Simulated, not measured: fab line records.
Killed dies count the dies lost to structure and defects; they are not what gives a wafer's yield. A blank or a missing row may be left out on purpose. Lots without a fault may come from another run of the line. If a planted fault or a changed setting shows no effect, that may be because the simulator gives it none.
A struck lot beside a sound one :: flow nand_harc :: 15 out of 1159 route steps
Sound: these wafers, L476.2, L476.3, L476.4. Wafers struck: L482.1, L482.3, L482.6. The cause comes at the end.
Order at every step that has rows: each side's tool, ch and its chambers, its first start. Under that, the readings that differ: sound wafers :: struck wafers :: difference of the means :: sigmas: that difference in standard deviations of wafers without a fault.
alike: same words and numbers on both sides, and readings whose means sit less than 2 such deviations apart. not compared: any withheld reading, any reading some wafer has no value for, any bound like >300 that may hide the same value, and any number with overlapping values for which the record gives no deviation.
Wherever a step has rows on one side only, a row that says differs or no value, or a row with sigmas, the two part there. Numbers that have no deviation but don't overlap get no sigmas and don't part them. A reading that every wafer of one side lacks parts them only if that side has two wafers or more.

first, 5 steps without rows for these wafers: NHARC_A_SGD_CUT_SOFTBAKE_04 (time 55 s); NHARC_A_SGD_CUT_EBR_05; NHARC_A_SGD_CUT_EXPOSE_06 (exposes mask SGD); NHARC_A_SGD_CUT_PEB_07 (peb time 65 s); NHARC_A_SGD_CUT_DEVELOP_08 (develop time 35 s).
NHARC_A_SGD_CUT_CD_MEAS_09 targets a cd of 100 nm.
  sound on cd_sem-01 ch 0, day 15 18:31; struck on cd_sem-02 ch 0, day 18 09:10
  alike: cd_nm
NHARC_A_SGD_CUT_OVL_MEAS_10:
  struck on overlay-01, day 18 09:15; sound on overlay-01, day 15 18:36
reading: overlay_y_nm (nm)
sound: 2.3 2.7 2.4
struck: -0.6 -0.9 -0.4
difference: -3.1
sigmas: -3
  alike: overlay_x_nm
NHARC_A_SGD_CUT_INSPECT_11:
  struck on defect_inspect-01, day 18 09:17; sound on defect_inspect-01, day 15 18:38
  alike: raw_defect_count
NHARC_A_SGD_CUT_DESCUM_14: chemistry O2, time 3 s.
  sound on rie_diel-05 ch 0,1,3, day 15 18:43; struck on rie_diel-05 ch 0,1,2, day 18 09:22
  alike: drypump_motor_current_A, oes_product_au, rf_vpp_V, showerhead_plenum_p_Torr, throttle_valve_pct
  not compared: rf_hours_counter_h
NHARC_A_SGD_CUT_ETCH_58: etches the open film in CF4, target depth 39 nm, time 65 s.
  sound on rie_diel-05 ch 0,2,3, day 15 18:47; struck on rie_diel-05 ch 0,3, day 18 09:26
  alike: cf4_flow_sccm, drypump_motor_current_A, oes_product_au, rf_vpp_V, run_length_s, showerhead_plenum_p_Torr, throttle_valve_pct
  not compared: rf_hours_counter_h
NHARC_A_SGD_CUT_ETCH_59: etches the open film in N2/H2, target depth 260 nm, time 406.25 s.
  sound on rie_diel-05 ch 0,1,2; struck on rie_diel-05 ch 1,3
  alike: drypump_motor_current_A, oes_product_au, rf_vpp_V, run_length_s, showerhead_plenum_p_Torr, throttle_valve_pct
  not compared: rf_hours_counter_h
NHARC_A_SGD_CUT_ETCH_15: etches the open film in CH3F/O2, target depth 75 nm, time 64.3 s.
  sound on rie_diel-05 ch 1,2,3; struck on rie_diel-05 ch 0,2
  alike: drypump_motor_current_A, oes_product_au, rf_vpp_V, run_length_s, showerhead_plenum_p_Torr, throttle_valve_pct
  not compared: rf_hours_counter_h
NHARC_A_SGD_CUT_ETCH_16: etches the open film in C4F8/O2/Ar, target depth 310.5 nm, time 155.2 s.
  sound on rie_diel-05 ch 0,1,2, day 15 19:16; struck on rie_diel-05 ch 1,2,3, day 18 09:56
reading: run_length_s (s)
sound: 175.8 177.2 176.5
struck: 163.9 164.3 164.6
difference: -12.2
sigmas: -28
  alike: oes_product_au, rf_vpp_V
  not compared: rf_hours_counter_h
then, 1 step without rows for these wafers: NHARC_A_SGD_CUT_STRIP_60 (strips in C4F8/O2/Ar).
-- the record jumps here: 5 days lie between the struck wafers' starts before and after (it left off in module A_SGD_CUT and takes up again in module END, whose first step shown is number 1159 of the route) --
NHARC_END_SORT_01:
  at this point the record logs the struck wafers (prober-01 ch 0, day 23 11:02) and has no rows for the sound ones

== WHERE THEY PART ==
First at NHARC_A_SGD_CUT_OVL_MEAS_10; last, within this record, at NHARC_END_SORT_01.

WHY: whatever the simulator had introduced
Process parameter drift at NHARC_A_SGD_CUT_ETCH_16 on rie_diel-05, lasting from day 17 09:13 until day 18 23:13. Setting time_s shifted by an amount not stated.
